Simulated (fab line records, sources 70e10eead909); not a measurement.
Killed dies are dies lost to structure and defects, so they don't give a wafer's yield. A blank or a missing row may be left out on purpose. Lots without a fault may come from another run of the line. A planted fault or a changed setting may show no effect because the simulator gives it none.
Chamber matching | flow nand_harc | NHARC_P_GATE_DESCUM_48 on rie_diel-08: 4 sister chambers
The step chemistry O2, time 3 s. 14 wafers are shown with their chamber, then 7 later ones without.

WAFERS WITH THEIR CHAMBER
wafer  | chamber | drypump_motor_current_A (A) | showerhead_plenum_p_Torr (Torr) | throttle_valve_pct (%)
L075.3 | 0       | 6.0                         | 2.00                            | 11.313
L075.4 | 2       | 5.7                         | 1.81                            | 11.322
L075.6 | 2       | 5.7                         | 1.81                            | 11.321
L077.1 | 1       | 5.8                         | 1.93                            | 11.309
L077.2 | 0       | 6.0                         | 2.00                            | 11.304
L077.4 | 3       | 4.9                         | 1.83                            | 11.289
L079.1 | 2       | 5.7                         | 1.80                            | 11.297
L079.5 | 0       | 6.0                         | 2.00                            | 11.323
L079.6 | 3       | 4.8                         | 1.82                            | 11.310
L084.1 | 0       | 6.0                         | 2.00                            | 11.316
L084.3 | 1       | 5.8                         | 1.92                            | 11.332
L084.6 | 2       | 5.7                         | 1.80                            | 11.314
L090.1 | 3       | 4.8                         | 1.82                            | 11.302
L090.2 | 0       | 6.0                         | 1.99                            | 11.304

SIGNATURES (means of the wafers above)
reading                  | chamber 0 | chamber 1 | chamber 2 | chamber 3 | scatter within a chamber
drypump_motor_current_A  | 6.000     | 5.800     | 5.700     | 4.833     | 0.0258
showerhead_plenum_p_Torr | 1.9980    | 1.9250    | 1.8050    | 1.8233    | 0.00545
throttle_valve_pct       | 11.31200  | 11.32050  | 11.31350  | 11.30033  | 0.0108
Rule: a wafer's distance from a chamber is the root of the sum, over the readings, of the square of ((its reading less the chamber's mean) divided by the reading's scatter). The wafer belongs to the nearest chamber; if the next one is less than 2 further off, it can't be placed. The scatter: the root of (the sum of the squares of (reading less its chamber's mean) over the shown wafers, divided by (wafers less chambers)).

WAFERS WITHOUT THEIR CHAMBER
wafer  | drypump_motor_current_A (A) | showerhead_plenum_p_Torr (Torr) | throttle_valve_pct (%)
L090.6 | 4.8                         | 1.82                            | 11.314
L092.1 | 4.8                         | 1.82                            | 11.302
L092.3 | 6.0                         | 1.99                            | 11.314
L092.5 | 5.8                         | 1.92                            | 11.309
L096.2 | 4.8                         | 1.81                            | 11.313
L096.4 | 5.8                         | 1.92                            | 11.314
L096.6 | 5.8                         | 1.92                            | 11.313

WHICH CHAMBER EACH WENT THROUGH
wafer  | from the rows above | in truth
L090.6 | 3                   | 3
L092.1 | 3                   | 3
L092.3 | 0                   | 0
L092.5 | 1                   | 1
L096.2 | 3                   | 3
L096.4 | 1                   | 1
L096.6 | 1                   | 1
Placed correctly: 7 of 7. Can't be placed from these rows: 0. Placed wrongly: 0.
